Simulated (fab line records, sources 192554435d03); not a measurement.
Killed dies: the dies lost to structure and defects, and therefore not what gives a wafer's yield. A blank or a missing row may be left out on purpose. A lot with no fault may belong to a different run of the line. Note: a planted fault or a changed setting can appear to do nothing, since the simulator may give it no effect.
A struck lot beside a sound one | flow n5 finfet | 18 out of 1938 route steps
Sound: wafers L115.3, L115.4, L115.5. Struck: wafers L122.2, L122.5. At the end, the cause is stated.
At each step with rows: each side's tool, then ch and its chambers, then its first start. Under that, the readings that differ: sound wafers | struck wafers | difference of the means | sigmas: that difference in standard deviations of wafers without a fault.
alike: same words and numbers on both sides, and readings whose means sit less than 2 such deviations apart. not compared: any withheld reading, any reading some wafer has no value for, any bound like >300 that may hide the same value, and any number with overlapping values for which the record gives no deviation.
The two part at a step that has a row with sigmas, a row that says differs or no value, or rows on one side only. Numbers that don't overlap but have no deviation are shown without sigmas and don't part them. Lack of a reading on every wafer of one side parts them only where that side has two or more wafers.

N5_BEOL_M11_ETCH_61: etches SiARC in CF4, target depth 39 nm, time 65 s.
  sound on rie diel-06 ch 0,1,2, day 10 17:28; struck on rie diel-06 ch 0,1, day 12 13:23
  alike: drypump motor current A, etch rf on time s, oes product au, rf vpp V, showerhead plenum p Torr, throttle valve pct
  not compared: rf hours counter h
N5_BEOL_M11_ETCH_62: etches SOC in N2/H2, target depth 110 nm, overetch 22 nm, time 165 s.
  sound on rie diel-06 ch 0,1,2, day 10 17:31; struck on rie diel-06 ch 0,1, day 12 13:26
  alike: drypump motor current A, oes product au, rf vpp V, showerhead plenum p Torr, throttle valve pct
  not compared: rf hours counter h
then, 1 step without rows for these wafers: N5_BEOL_M11_STRIP_68 (strips in N2/H2).
N5_BEOL_M11_STRIP_67: strips in CF4.
  sound on rie diel-06 ch 0,1,2, day 10 17:40; struck on rie diel-06 ch 0,1, day 12 13:34
  alike: drypump motor current A, oes product au, rf vpp V, showerhead plenum p Torr, throttle valve pct
  not compared: rf hours counter h
N5_BEOL_M11_HM_OPEN_17: chemistry Cl2/BCl3, target TiN, target depth 20 nm, overetch 6 nm.
  sound on rie metal-03 ch 0,1, day 10 17:44; struck on rie metal-01 ch 0,1, day 12 13:37
  alike: drypump motor current A, oes product au, throttle valve pct
  not compared: rf hours counter h
N5_BEOL_M11_STRIP_19: strips in O2.
  sound on rie diel-01 ch 0,3, day 10 17:52; struck on rie diel-02 ch 0,1, day 12 13:43
  alike: drypump motor current A, oes product au, rf vpp V, showerhead plenum p Torr, throttle valve pct
  not compared: rf hours counter h
N5_BEOL_M11_CD_MEAS_18: pitch 140 nm, target cd 70 nm.
  sound on cd sem-01, day 10 17:57; struck on cd sem-01, day 12 13:48
  reading    | sound          | struck    | difference | sigmas
  cd nm (nm) | 69.2 68.9 70.7 | 71.0 71.1 | +1.4       | +2
then, 5 steps without rows for these wafers: N5_BEOL_M11_COAT_63 (time 60 s, resist thk 100 nm); N5_BEOL_M11_COAT_64 (time 60 s, resist thk 30 nm); N5_BEOL_M11_COAT_22 (resist thk 90 nm); N5_BEOL_M11_EBR_24; N5_BEOL_M11_SOFTBAKE_23 (time 60 s).
N5_BEOL_M11_EXPOSE_25: exposes mask V10.
  sound on arfi scanner-03 ch 0, day 10 18:46; struck on arfi scanner-03 ch 0, day 12 16:07
  reading                          | sound | struck  | difference | sigmas
  model.BEOL_M11.overlay x nm (nm) | 0 0 0 | 9.8 9.8 | +9.8       |
  alike: mask
then, 2 steps without rows for these wafers: N5_BEOL_M11_PEB_26 (peb time 60 s); N5_BEOL_M11_DEVELOP_27 (develop time 30 s).
N5_BEOL_M11_CD_MEAS_28: target cd 70 nm.
  sound on cd sem-01 ch 0, day 10 18:53; struck on cd sem-03 ch 0, day 12 16:14
  alike: cd nm
N5_BEOL_M11_OVL_MEAS_29:
  sound on overlay-01 ch 0, day 10 18:55; struck on overlay-01 ch 0, day 12 16:16
  reading      | sound         | struck  | difference | sigmas
  V10_OVL (nm) | 0.0 -1.1 -0.5 | 9.7 9.1 | +9.9       | +15
N5_BEOL_M11_INSPECT_30: inspects for defects (brightfield).
  sound on defect inspect-01, day 10 18:56; struck on defect inspect-01, day 12 16:17
  reading          | sound       | struck  | difference | sigmas
  raw defect count | 653 701 491 | 399 368 | -232       | -2

== WHERE THEY PART ==
At N5_BEOL_M11_CD_MEAS_18 first; at N5_BEOL_M11_INSPECT_30 last (within this record only).

WHY: what had been put in by the simulator
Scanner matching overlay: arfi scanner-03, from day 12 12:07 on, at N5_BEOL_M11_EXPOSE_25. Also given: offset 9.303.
